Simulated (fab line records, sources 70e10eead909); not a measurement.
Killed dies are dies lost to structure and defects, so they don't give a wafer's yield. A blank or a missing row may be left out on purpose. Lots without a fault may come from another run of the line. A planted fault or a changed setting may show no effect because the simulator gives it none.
Tool commonality check | flow nand_harc | 14 lots, 48 wafers sampled

WHY IT WAS OPENED
At NHARC_A_ONON_D1_THK_MEAS_34 the reading thk_nm is flagged on 2 of 14 lots. Wafers without a fault read 200.8 nm, standard deviation 2.8.
Rule: a lot is flagged when every wafer of it that has a number lies more than 4 standard deviations from that mean, or none has a number. The other lots count as sound.

lot  | measured     | on            | thk_nm (nm), wafer by wafer         | flag
L677 | day 8 09:38  | film_metro-01 | 196.2 199.5 199.9                   |
L678 | day 8 19:24  | film_metro-02 | 196.2 198.9 203.9                   |
L679 | day 9 03:26  | film_metro-01 | 201.2 198.6 202.1                   |
L680 | day 9 12:04  | film_metro-01 | 201.9 203.4 201.3                   |
L682 | day 10 04:38 | film_metro-02 | 201.0 203.5 200.3                   |
L684 | day 11 01:37 | film_metro-01 | 196.6 205.8 205.1                   |
L685 | day 11 22:04 | film_metro-01 | 194.9 199.0 198.0                   |
L686 | day 12 06:02 | film_metro-02 | 360.4 362.2 365.3 360.6 363.2 364.9 | FLAGGED
L687 | day 12 18:43 | film_metro-01 | 365.2 362.9 370.8 367.1 363.6 368.7 | FLAGGED
L696 | day 16 03:28 | film_metro-01 | 195.1 198.8 201.5                   |
L697 | day 16 12:20 | film_metro-01 | 201.8 195.0 205.8                   |
L698 | day 16 21:17 | film_metro-01 | 204.3 204.5 206.5                   |
L700 | day 17 15:51 | film_metro-02 | 195.2 202.6 200.2                   |
L699 | day 17 15:58 | film_metro-01 | 198.7 198.1 202.9                   |
The numbers of the flagged lots are 364.6 nm on average: +163.8 nm against the usual, or +58 standard deviations.

WHICH TOOL RAN EACH LOT
The record holds 1 process step before the reading, out of a route of 1302 steps. In each cell: the tool, then ch and the chambers that the sampled wafers went through, then the start.
lot  | flag    | NHARC_A_ONON_D1_DEP_33
L677 |         | pecvd-02 ch 1,2, day 8 09:10
L678 |         | pecvd-01 ch 0,2, day 8 19:04
L679 |         | pecvd-01 ch 0,2, day 9 03:04
L680 |         | pecvd-01 ch 0,1,2, day 9 11:47
L682 |         | pecvd-02 ch 0,2, day 10 04:16
L684 |         | pecvd-02 ch 0,1,2, day 11 01:15
L685 |         | pecvd-02 ch 1,2, day 11 21:38
L686 | FLAGGED | pecvd-02 ch 0,1,2, day 12 05:37
L687 | FLAGGED | pecvd-02 ch 0,1, day 12 18:20
L696 |         | pecvd-03 ch 0,1,2, day 16 03:04
L697 |         | pecvd-02 ch 0,2, day 16 11:55
L698 |         | pecvd-02 ch 0,1, day 16 20:55
L700 |         | pecvd-01 ch 1,2, day 17 15:32
L699 |         | pecvd-02 ch 0,1, day 17 15:25
What these steps do:
- NHARC_A_ONON_D1_DEP_33: deposits SiO2, target thk 200 nm.
- NHARC_A_ONON_D1_THK_MEAS_34: measures by ellipsometry.

FLAGGED OVER TOTAL, TOOL BY TOOL (the gauges that took the reading come last)
step                        | tool          | lots run | flagged | share of the flagged lots | sound lots run after its first flagged lot
NHARC_A_ONON_D1_DEP_33      | pecvd-01      | 4        | 0       | none                      | -
NHARC_A_ONON_D1_DEP_33      | pecvd-02      | 9        | 2       | all                       | 3 (L697,L698,L699)
NHARC_A_ONON_D1_DEP_33      | pecvd-03      | 1        | 0       | none                      | -
NHARC_A_ONON_D1_THK_MEAS_34 | film_metro-01 | 10       | 1       | some                      | 4 (L696,L697,L698,L699)
NHARC_A_ONON_D1_THK_MEAS_34 | film_metro-02 | 4        | 1       | some                      | 1 (L700)

WHAT THE TABLE ALLOWS
1 row of the table ran every flagged lot: pecvd-02 at NHARC_A_ONON_D1_DEP_33.
- pecvd-02 at NHARC_A_ONON_D1_DEP_33: 2 of its 9 lots flagged. Sound lots ran on it after the first flagged one (L697, L698, L699), which a lasting fault on the whole tool wouldn't allow.
No row of the table ran every flagged lot and no sound lot after the first.

WHAT THE SIMULATOR HAD PUT IN
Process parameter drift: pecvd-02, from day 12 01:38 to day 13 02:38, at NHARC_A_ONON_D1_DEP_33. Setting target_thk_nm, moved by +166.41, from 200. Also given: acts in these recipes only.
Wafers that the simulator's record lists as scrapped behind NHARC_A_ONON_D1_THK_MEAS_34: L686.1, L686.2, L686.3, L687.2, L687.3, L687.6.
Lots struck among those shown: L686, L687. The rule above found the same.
